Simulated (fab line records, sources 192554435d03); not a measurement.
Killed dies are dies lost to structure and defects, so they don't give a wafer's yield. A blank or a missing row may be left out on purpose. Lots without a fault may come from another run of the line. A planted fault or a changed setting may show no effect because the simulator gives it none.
Split-lot experiment | flow n5_finfet | 7 lots, 21 wafers read, on a route of 1938 steps

THE SPLIT
At N5_BEOL_M2_DEP_57 (deposits SiCN from 3MS/NH3, target thk 8 nm, time 14 s), the setting time_s was moved away from the recipe's 14 s on 8 of the 21 wafers read, by -7.1% to +10.9%. The other wafers ran this setting at the recipe's value.

The reading is taken at the split's own step.

THE READING
SiCN_of_BEOL_M2_DEP_57.thk_nm (the simulator's own value, which no gauge read), in nm, at N5_BEOL_M2_DEP_57 (deposits SiCN from 3MS/NH3, target thk 8 nm, time 14 s). The file gives no usual value for it. The 13 wafers here that ran the recipe average 8.0 nm, standard deviation 0.11 nm.

wafer  | tool, chamber at the split | time_s as run, s | against the recipe | SiCN_of_BEOL_M2_DEP_57.thk_nm, nm | against lot-mates on the recipe
L076.2 | pecvd-01, 2                | 15.18            | +8.4%              | 8.4                               | +0.4
L076.5 | pecvd-01, 2                | 15.18            | +8.4%              | 8.6                               | +0.6
L076.6 | pecvd-01, 0                | 14               | recipe             | 8                                 | -
L079.1 | pecvd-02, 2                | 13.01            | -7.1%              | 7.6                               | -0.4
L079.2 | pecvd-02, 0                | 13.01            | -7.1%              | 7.2                               | -0.8
L079.3 | pecvd-02, 1                | 14               | recipe             | 8                                 | -
L080.1 | pecvd-01, 0                | 14.99            | +7.1%              | 8.4                               | +0.4
L080.3 | pecvd-01, 0                | 14               | recipe             | 8                                 | -
L080.6 | pecvd-01, 0                | 14.99            | +7.1%              | 8.6                               | +0.6
L083.4 | pecvd-04, 2                | 14               | recipe             | 8                                 | -
L083.5 | pecvd-04, 0                | 15.52            | +10.9%             | 8.8                               | +0.8
L083.6 | pecvd-04, 1                | 15.52            | +10.9%             | 9                                 | +1.0
L086.2 | pecvd-02, 0                | 14               | recipe             | 8                                 | -
L086.3 | pecvd-02, 2                | 14               | recipe             | 8.2                               | -
L086.4 | pecvd-02, 2                | 14               | recipe             | 8.2                               | -
L091.1 | pecvd-02, 0                | 14               | recipe             | 7.8                               | -
L091.2 | pecvd-02, 1,2              | 14               | recipe             | 8                                 | -
L091.3 | pecvd-02, 1,2              | 14               | recipe             | 8                                 | -
L092.3 | pecvd-01, 1                | 14               | recipe             | 8                                 | -
L092.5 | pecvd-01, 1                | 14               | recipe             | 8                                 | -
L092.4 | pecvd-01, 0                | 14               | recipe             | 8.2                               | -
Where a row lists several chambers, the file gives one row for several wafers and doesn't say which wafer went through which chamber.

THE FIT
A straight line over all 21 wafers: SiCN_of_BEOL_M2_DEP_57.thk_nm changes by +0.075 nm for each +1% of time_s; r = +0.94; the points scatter about the line by 0.14 nm.
The same after taking each lot's own level away (the mean of its wafers on the recipe; 21 wafers): +0.0764 nm for each +1%; r = +0.96; scatter 0.12 nm.
On that fit, the largest move of time_s shifts the reading by 0.83 nm.
The lots' own levels span 7.93 to 8.13 nm, that is 1.9 times the standard deviation above.
So the lot-to-lot level changes the slope little: the two slopes agree.
Check: with one of the wafers moved furthest among these (+10.9%) left out of the fit, the line predicts +0.817 nm for it against its lot-mates. It came out at +0.8 nm against them.

OTHER SPLITS ON THESE WAFERS
These wafers also went through other splits before the reading. Each is held against what the fit with the lots' levels taken away leaves over:
other split on the same wafers    | wafers away from the commonest value | r with SiCN_of_BEOL_M2_DEP_57.thk_nm (lot level and that fit taken away)
N5_BEOL_M0_CUTY_EXPOSE_54 dose_mj | 5                                    | +0.12
N5_BEOL_M1_ETCH_77 source_w       | 8                                    | +0.27
N5_BEOL_M1_TRENCH_ETCH_37 time_s  | 9                                    | +0.07

THE FILE'S OWN FIT
SiCN_of_BEOL_M2_DEP_57.thk_nm changes by +0.0753 nm for each +1% of time_s, r = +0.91.
